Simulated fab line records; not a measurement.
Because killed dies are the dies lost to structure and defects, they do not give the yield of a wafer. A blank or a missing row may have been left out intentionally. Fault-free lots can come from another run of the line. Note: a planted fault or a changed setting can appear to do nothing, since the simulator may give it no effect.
fab line records | flow nand_harc
[record] lots = 5 | wafers = 15 | last_day = 31
route steps=1302 shown P_GATE@155
lots untouched by any fault: they come from a run of this same line in which no faults occurred
start_h: the number of hours between the record's first day and the start of the first shown wafer of the lot | wait_h: hours since the lot's step before | " the same as in the row above | L1.1+2: one row covering several wafers at once | - no value, or no start was given | * or withheld: withheld | < > ~ a bound
route shown NAME@n: a module of which the file shows steps, and the number in the route of the first | usual: mean/standard deviation of fault-free wafers | same: alike in all rows | chamber/n: place in a boat | sites: per-site readings | _std_site: the standard deviation of these | _edge_site: the outer-site mean with the inner-site mean subtracted | radius_mm: how far each site lies from the wafer's centre | mask NAME#n: copy n | behind: the tool/chamber that last shaped the wafer | hold: what put the lot on hold/how long, in hours/how the hold closed | device: the transistor (n, p or np) that didn't switch | end of line: at the end of the route, the tests of the same wafers | a step given without rows: its recipe and nothing more | killed: at the first sort, the dies lost to defects and structure; wafer yield is something else | map: dies across one wafer; x = killed, . = not, _ = none there
set.NAME: the setting the step ran with; set.NAME@STEP: the setting that earlier step ran with | model.NAME: the simulator's own value behind a step, which no gauge read
certain route steps with their lots: each step a table, each wafer a row
services: the hour from which a tool's chamber was out of use, counted from the record's first day as start_h (under 0 if before that day), plus the number of hours and why
[[steps]]
[step NHARC_P_GATE_ALD_36]
[recipe] target_thk_a = 200 | pulse_time_s = 60 | ald_cycles = 223 | temp_c = 400 | material = SiNx
[usual] heater_power_w = 835/80 | precursor_pulse_height_rel = 1.003/0.02
[same] pulse_time_s = 60
lot.wafer | tool       | chamber | start_h | wait_h | heater_power_w | precursor_pulse_height_rel
L696.4    | ald_sin-02 | 1       | 101.61  | -      | 751            | 1.010
L696.2    | "          | 2       | 102.67  | -      | 840            | 1.024
L696.6    | "          | 2       | 106.91  | -      | 846            | 0.974
L703.1    | ald_sin-03 | 1       | 167.55  | -      | 926            | 0.975
L703.2    | "          | 0       | 170.35  | -      | 807            | 0.985
L703.6    | "          | 0       | 174.54  | -      | 817            | 0.992
L706.1    | ald_sin-03 | 0       | 201.73  | -      | 805            | 1.038
L706.4    | "          | 1       | 202.78  | -      | 938            | 0.990
L706.5    | "          | 0       | 205.91  | -      | 803            | 0.979
L710.1    | ald_sin-02 | 2       | 244.98  | -      | 827            | 1.021
L710.2    | "          | 3       | 246.05  | -      | 897            | 0.977
L710.5    | "          | 2       | 249.23  | -      | 816            | 0.994
L712.1    | ald_sin-03 | 0       | 266.36  | -      | 819            | 1.007
L712.4    | "          | 1       | 267.43  | -      | 917            | 1.008
L712.5    | "          | 3       | 269.56  | -      | 712            | 1.019
[step NHARC_P_GATE_ETCHBACK_37]
[recipe] target_depth_a = 345 | time_s = 17.2 | chf3_flow_sccm = 50 | o2_flow_sccm = 10 | ar_flow_sccm = 200 | rf_w = 500 | bias_w = 200 | chemistry = CHF3/O2
[usual] drypump_motor_current_A = 6.0/0.35 | oes_product_au = 0.96/0.035 | rf_vpp_V = 371.2/2 | showerhead_plenum_p_Torr = 2.43/0.082 | throttle_valve_pct = 20.572/0.0091
lot.wafer | tool        | chamber | start_h | wait_h | drypump_motor_current_A | oes_product_au | rf_hours_counter_h | rf_vpp_V | showerhead_plenum_p_Torr | throttle_valve_pct
L696.4    | rie_diel-11 | 1       | -       | -      | 6.2                     | 1.02           | 0.9                | 369.9    | 2.36                     | 20.565
L696.2    | "           | 2       | "       | "      | 6.4                     | 1.00           | 1.3                | 374.8    | 2.55                     | 20.558
L696.6    | "           | 2       | "       | "      | 6.4                     | 1.02           | -                  | 373.6    | 2.55                     | 20.560
L703.1    | rie_diel-07 | 1       | -       | -      | 6.4                     | 0.93           | 2.9                | 369.3    | 2.34                     | 20.588
L703.2    | "           | 2       | "       | "      | 6.4                     | 0.93           | 2.4                | 372.1    | 2.48                     | 20.571
L703.6    | "           | 1       | "       | "      | 6.3                     | 0.94           | -                  | 369.8    | 2.34                     | 20.559
L706.1    | rie_diel-03 | 1       | -       | -      | 5.7                     | 0.92           | 4.0                | 372.3    | 2.44                     | 20.562
L706.5    | "           | 1       | "       | "      | 5.7                     | 0.92           | -                  | 372.9    | 2.44                     | 20.569
L706.4    | "           | 2       | "       | "      | 5.7                     | 0.93           | -                  | 372.3    | 2.47                     | 20.579
L710.1    | rie_diel-11 | 1       | -       | -      | 6.2                     | 0.95           | 7.8                | 369.5    | 2.36                     | 20.570
L710.2    | "           | 3       | "       | "      | 5.5                     | 0.93           | 8.0                | 374.6    | 2.58                     | 20.570
L710.5    | "           | 1       | "       | "      | 6.1                     | 0.96           | -                  | 370.1    | 2.36                     | 20.567
L712.4    | rie_diel-03 | 3       | -       | -      | 5.9                     | 0.99           | 7.9                | 373.7    | 2.52                     | 20.573
L712.1    | "           | 0       | "       | "      | 5.8                     | 0.99           | 7.2                | 369.6    | 2.33                     | 20.582
L712.5    | "           | 0       | "       | "      | 5.8                     | 0.99           | -                  | 368.9    | 2.33                     | 20.577
[step NHARC_P_GATE_STRIP_101]
[recipe] time_s = 20 | o2_flow_sccm = 500 | ar_flow_sccm = 0 | bias_w = 0 | chemistry = O2
[usual] drypump_motor_current_A = 5.9/0.34 | oes_product_au = 1.004/0.012 | rf_vpp_V = 57.9/0.9 | showerhead_plenum_p_Torr = 3.56/0.12 | throttle_valve_pct = 17.036/0.0083
lot.wafer | tool        | chamber | start_h | wait_h | drypump_motor_current_A | oes_product_au | rf_hours_counter_h | rf_vpp_V | showerhead_plenum_p_Torr | throttle_valve_pct
L696.2    | rie_diel-11 | 0       | 111.24  | 0.1    | 5.3                     | 1.016          | 0.9                | 58.2     | 3.52                     | 17.033
L696.4    | "           | 1       | "       | "      | 6.2                     | 1.036          | 0.9                | 57.2     | 3.47                     | 17.034
L696.6    | "           | 3       | "       | "      | 5.5                     | 1.008          | -                  | 58.2     | 3.79                     | 17.015
L703.2    | rie_diel-07 | 2       | 179.21  | 0.1    | 6.4                     | 0.984          | 2.4                | 59.3     | 3.64                     | 17.047
L703.1    | "           | 3       | "       | "      | 5.8                     | 0.996          | 3.1                | 57.0     | 3.45                     | 17.024
L703.6    | "           | 1       | "       | "      | 6.4                     | 1.006          | -                  | 58.6     | 3.44                     | 17.032
L706.1    | rie_diel-03 | 3       | 210.25  | 0.1    | 5.9                     | 1.010          | 3.1                | 57.5     | 3.70                     | 17.037
L706.4    | "           | 1       | "       | "      | 5.8                     | 0.998          | -                  | 57.3     | 3.58                     | 17.040
L706.5    | "           | 2       | "       | "      | 5.7                     | 1.011          | -                  | 58.4     | 3.62                     | 17.030
L710.2    | rie_diel-11 | 0       | 254.62  | 0.1    | 5.3                     | 1.001          | 6.3                | 57.5     | 3.52                     | 17.037
L710.1    | "           | 1       | "       | "      | 6.1                     | 1.019          | 7.8                | 58.8     | 3.46                     | 17.021
L710.5    | "           | 1       | "       | "      | 6.2                     | 1.027          | -                  | 58.1     | 3.46                     | 17.045
L712.4    | rie_diel-03 | 0       | 273.89  | 0.1    | 5.9                     | 1.009          | 7.2                | 58.1     | 3.43                     | 17.040
L712.1    | "           | 1       | "       | "      | 5.8                     | 0.995          | 9.7                | 58.0     | 3.58                     | 17.042
L712.5    | "           | 0       | "       | "      | 5.9                     | 1.003          | -                  | 56.7     | 3.43                     | 17.030
[step NHARC_P_GATE_PRECLEAN_97]
[recipe] time_s = 600 | temp_c = 120 | chemistry = SPM
[step NHARC_P_GATE_SRD_98]
[step NHARC_P_GATE_PRECLEAN_99]
[recipe] time_s = * | temp_c = 50 | bath_age_min = 0 | chemistry = SC1
[step NHARC_P_GATE_SRD_100]
[step NHARC_P_GATE_DEHYDRATE_38]
[recipe] temp_c = 150 | time_s = 120
[step NHARC_P_GATE_HMDS_39]
[recipe] time_s = 30
[step NHARC_P_GATE_COAT_40]
[recipe] spin_rpm = 3000
[step NHARC_P_GATE_SOFTBAKE_41]
[recipe] temp_c = 122 | time_s = 95
[step NHARC_P_GATE_EBR_42]
[step NHARC_P_GATE_EXPOSE_43]
[recipe] na = 0.6 | target_cd_nm = 720 | dose_mj = 14.81 | mask_id = P_NSD
lot.wafer  | tool           | chamber | start_h | wait_h | mask
L696.2+4+6 | krf_scanner-03 | 0       | 111.88  | -      | P_NSD#0
L703.1+2+6 | krf_scanner-03 | 0       | 179.97  | -      | P_NSD#0
L706.1+4+5 | krf_scanner-03 | 0       | 211.01  | -      | P_NSD#0
L710.1+2+5 | krf_scanner-02 | 0       | 255.38  | -      | P_NSD#0
L712.1+4+5 | krf_scanner-02 | 0       | 274.65  | -      | P_NSD_R1#0
[step NHARC_P_GATE_PEB_44]
[recipe] peb_temp_c = 118 | peb_time_s = 85
[step NHARC_P_GATE_DEVELOP_45]
[recipe] time_s = 70
[step NHARC_P_GATE_CD_MEAS_46]
[recipe] target_cd_nm = 720 | landing_energy_ev = 500
[usual] cd_nm = 719.1/1.9
[same] landing_energy_ev = 500
lot.wafer | tool      | chamber | start_h | wait_h | cd_nm
L696.2    | cd_sem-03 | 0       | 112.03  | -      | 717.4
L696.4    | "         | 0       | "       | "      | 717.8
L696.6    | "         | 0       | "       | "      | 716.6
L703.1    | cd_sem-02 | 0       | 180.13  | -      | 722.6
L703.2    | "         | 0       | "       | "      | 718.8
L703.6    | "         | 0       | "       | "      | 719.3
L706.1    | cd_sem-01 | 0       | 211.17  | -      | 717.3
L706.4    | "         | 0       | "       | "      | 718.4
L706.5    | "         | 0       | "       | "      | 719.5
L710.1    | cd_sem-03 | 0       | 255.54  | -      | 722.9
L710.2    | "         | 0       | "       | "      | 719.0
L710.5    | "         | 0       | "       | "      | 724.3
L712.1    | cd_sem-03 | 0       | 274.81  | -      | 692.3
L712.4    | "         | 0       | "       | "      | 696.1
L712.5    | "         | 0       | "       | "      | 694.2
[step NHARC_P_GATE_HARDBAKE_47]
[recipe] temp_c = 125 | time_s = 80
[step NHARC_P_GATE_DESCUM_48]
[recipe] time_s = 3 | o2_flow_sccm = 200 | ar_flow_sccm = 0 | bias_power_w = 0 | chemistry = O2
[usual] drypump_motor_current_A = 5.9/0.33 | oes_product_au = 1.000/0.0085 | rf_vpp_V = 57.9/0.87 | showerhead_plenum_p_Torr = 1.94/0.071 | throttle_valve_pct = 11.310/0.0089
lot.wafer | tool        | chamber | start_h | wait_h | drypump_motor_current_A | oes_product_au | rf_hours_counter_h | rf_vpp_V | showerhead_plenum_p_Torr | throttle_valve_pct | model.P_GATE.cd_nm
L696.2    | rie_diel-07 | 0       | 112.20  | -      | 5.8                     | 0.997          | 8                  | 56.0     | 1.86                     | 11.300             | 717
L696.4    | "           | 1       | "       | "      | 6.4                     | 1.001          | 8                  | 57.7     | 1.86                     | 11.296             | 717.9
L696.6    | "           | 0       | "       | "      | 5.8                     | 0.995          | -                  | 58.0     | 1.86                     | 11.312             | 716.5
L703.2    | rie_diel-07 | 3       | 180.29  | -      | 5.8                     | 0.997          | 3                  | 57.3     | 1.87                     | 11.320             | 718.6
L703.1    | "           | 1       | "       | "      | 6.4                     | 0.999          | 3                  | 56.3     | 1.86                     | 11.301             | 722.5
L703.6    | "           | 3       | "       | "      | 5.8                     | 0.989          | -                  | 57.2     | 1.87                     | 11.300             | 719.1
L706.4    | rie_diel-11 | 3       | 211.33  | -      | 5.5                     | 1.008          | 7                  | 59.1     | 2.07                     | 11.324             | 718.5
L706.1    | "           | 0       | "       | "      | 5.3                     | 1.000          | 5                  | 58.5     | 1.91                     | 11.317             | 717.6
L706.5    | "           | 0       | "       | "      | 5.3                     | 1.004          | -                  | 56.6     | 1.91                     | 11.307             | 720
L710.1    | rie_diel-07 | 3       | 255.71  | -      | 5.8                     | 1.003          | 7                  | 58.0     | 1.87                     | 11.322             | 722.9
L710.2    | "           | 0       | "       | "      | 5.8                     | 0.996          | 10                 | 56.6     | 1.86                     | 11.318             | 718.9
L710.5    | "           | 3       | "       | "      | 5.8                     | 1.002          | -                  | 57.7     | 1.87                     | 11.311             | 724
L712.1    | rie_diel-03 | 2       | 274.97  | -      | 5.7                     | 1.007          | 9                  | 58.4     | 1.97                     | 11.311             | 692.3
L712.4    | "           | 3       | "       | "      | 5.9                     | 0.987          | 8                  | 59.0     | 2.01                     | 11.301             | 695.9
L712.5    | "           | 3       | "       | "      | 5.9                     | 0.993          | -                  | 58.4     | 2.01                     | 11.319             | 694.1
[step NHARC_P_GATE_IMPLANT_49]
[recipe] energy_kev = 30 | dose_cm2 = 3e+15 | tilt_deg = 7
[[services]]
tool           | chamber | start_h | hours | kind
rie_diel-11    | -       | 78.53   | 9.0   | pm
ald_sin-03     | -       | 79.60   | 0.7   | repair
ald_sin-03     | -       | 97.47   | 0.7   | repair
rie_diel-03    | -       | 105.01  | 9.0   | pm
rie_diel-11    | 3       | 115.96  | 2.5   | repair
rie_diel-07    | -       | 117.63  | 9.0   | pm
rie_diel-11    | 1       | 121.85  | 6.4   | repair
rie_diel-11    | 2       | 122.63  | 10.9  | repair
rie_diel-07    | -       | 139.55  | 1.1   | repair
ald_sin-03     | 1       | 153.12  | 5.1   | repair
rie_diel-03    | 1       | 155.59  | 4.8   | repair
krf_scanner-03 | -       | 156.08  | 2.3   | repair
krf_scanner-03 | -       | 166.41  | 0.2   | repair
ald_sin-03     | 3       | 166.93  | 1.9   | repair
rie_diel-07    | 0       | 188.12  | 5.2   | repair
rie_diel-07    | 1       | 191.78  | 7.4   | repair
rie_diel-07    | 3       | 193.63  | 8.2   | repair
rie_diel-11    | 0       | 204.59  | 4.2   | repair
rie_diel-03    | 0       | 209.83  | 7.8   | repair
ald_sin-03     | 1       | 223.65  | 3.0   | repair
krf_scanner-03 | -       | 224.02  | 4.0   | pm
rie_diel-07    | 1       | 242.24  | 8.3   | repair
rie_diel-03    | 2       | 242.91  | 4.0   | repair
rie_diel-11    | -       | 255.53  | 9.0   | pm
[[key]]
[first_sign] step = NHARC_P_GATE_EXPOSE_43 | reading = mask | direction = changed
[effect] step = NHARC_P_GATE_CD_MEAS_46 | reading = cd_nm | direction = down | sigmas = 13 | usual = 719.1 | struck = 694.2
[model_effect] step = NHARC_P_GATE_DESCUM_48 | value = P_GATE.cd_nm | without = 716.9 | struck = 694.1
met_at NHARC_P_GATE_EXPOSE_43
struck_wafers L712.1,L712.4,L712.5
tester_left_out L712
onset_between 255.38 274.65
[fault] kind = wrong_mask | tool = any | chamber = - | onset_h = 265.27 | steps = NHARC_P_GATE_EXPOSE_43 | aux_copy = P_NSD_R1#0 | cd_offset_nm = -22.792 | scope = struck_lots_only
// tester_left_out: of these lots the tester's yield and bins aren't shown, on N5 and GAA mostly nor the transistor test; their killed dies are dies lost to structure and defects alone, not to doping, threshold or leakage, so they don't give the yield
